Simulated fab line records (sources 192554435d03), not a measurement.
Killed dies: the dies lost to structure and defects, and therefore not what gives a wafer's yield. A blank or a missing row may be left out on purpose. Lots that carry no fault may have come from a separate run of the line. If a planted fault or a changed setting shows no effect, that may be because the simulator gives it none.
A single fault, viewed from 2 desks    flow n5 finfet    numbers are kept per desk, each desk with only its own; the story behind them comes last

THE TOOL OWNER'S DESK: rie diel-02
The tool's own readings at N5_BEOL_M3_TRENCH_ETCH_37 (etches SiOC in C4F6/O2, target depth 55.555 nm, time 29.2 s): means of the sampled wafers that have a number, for each lot that ran on this tool. If a lot's mean is further than 4 standard deviations from the usual mean, the lot is out of limits and carries the mark OUT (the distance appears in the brackets). 7 of its 8 readings are shown: the first one out of limits and those lying furthest out on some lot.
Columns: A = bias w at N5_BEOL_M3_TRENCH_ETCH_37, usual 185.0 W; B = drypump motor current A at N5_BEOL_M3_TRENCH_ETCH_37, usual 5.9 A; C = oes_ar_750_au at N5_BEOL_M3_TRENCH_ETCH_37, usual 0.78 a.u.; D = oes product au at N5_BEOL_M3_TRENCH_ETCH_37, usual 0.78 a.u.; E = rf fwd power W at N5_BEOL_M3_TRENCH_ETCH_37, usual 350.5 W; F = rf vpp V at N5_BEOL_M3_TRENCH_ETCH_37, usual 668 V; G = showerhead plenum p Torr at N5_BEOL_M3_TRENCH_ETCH_37, usual 2.90 Torr
lot   first seen here  A      B    C     D     E                F    G
L918  day 7 09:13      185.4  5.3  0.73  0.73  350.2            657  2.90
L922  day 8 14:11      185.3  6.3  0.73  0.73  351.1            647  2.83
L932  day 11 00:47     184.9  5.9  0.83  0.80  379.4 (+16) OUT  626  2.89
This desk finds L932 out of limits, L932 being first, at day 11 00:47 (rf fwd power W at N5_BEOL_M3_TRENCH_ETCH_37). L918, L922: within limits.

THE METROLOGY DESK
What the gauges read for every lot (on any tool): the sampled wafers with a number, averaged. If a lot's mean is further than 4 standard deviations from the usual mean, the lot is out of limits and carries the mark OUT (the distance appears in the brackets). Only the readings that lie furthest out on some lot appear, 7 of the 12 it has.
Columns: A = cd nm at N5_BEOL_M3_CD_MEAS_28, usual 25.64 nm; B = DIBL_N at N5_BEOL_M4_RC_MEAS_101, usual 36.2 mV/V; C = IOFF_N at N5_BEOL_M4_RC_MEAS_101, usual 0.16 nA/um; D = IOFF_P at N5_BEOL_M4_RC_MEAS_101, usual 0.21 nA/um; E = ION_P at N5_BEOL_M4_RC_MEAS_101, usual 460 uA/um; F = SS_N at N5_BEOL_M4_RC_MEAS_101, usual 71.4 mV/dec; G = VT_P at N5_BEOL_M4_RC_MEAS_101, usual -252 mV
lot   first seen here  A      B     C     D     E    F     G
L916  day 7 01:53      25.79  37.8  0.17  0.20  456  71.1  -252
L917  day 7 06:01      25.62  35.7  0.15  0.21  466  71.7  -248
L918  day 7 06:15      25.63  38.4  0.20  0.27  465  71.9  -245
L922  day 8 11:44      25.55  35.2  0.16  0.21  466  71.3  -250
L929  day 10 13:45     25.78  35.6  0.15  0.19  454  71.3  -253
L932  day 10 23:37     25.34  36.4  0.17  0.21  457  71.6  -251
L935  day 12 04:01     25.88  35.4  0.16  0.21  466  70.7  -251
L937  day 12 12:23     25.61  37.2  0.18  0.24  471  71.4  -247
L939  day 12 20:28     25.83  36.6  0.15  0.21  465  70.7  -250
This desk found nothing out of limits on any of the 9 lots.

ALL TOGETHER
At day 11 00:47, on L932, the tool owner's desk was in a position to raise an alarm.
At the metrology desk, nothing out of limits was observed.
The metrology desk holds a record of L932, inside its limits.
The lots listed all ran N5_BEOL_M3_TRENCH_ETCH_37 on rie diel-02.

WHAT THE SIMULATOR HAD PUT IN
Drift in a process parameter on rie diel-02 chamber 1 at N5_BEOL_M3_TRENCH_ETCH_37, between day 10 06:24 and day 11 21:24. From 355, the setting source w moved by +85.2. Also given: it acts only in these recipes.
Lots struck among those shown: L932.
How many hours passed from the start of the fault until each desk's first out-of-limits reading: the tool owner's desk, 18.
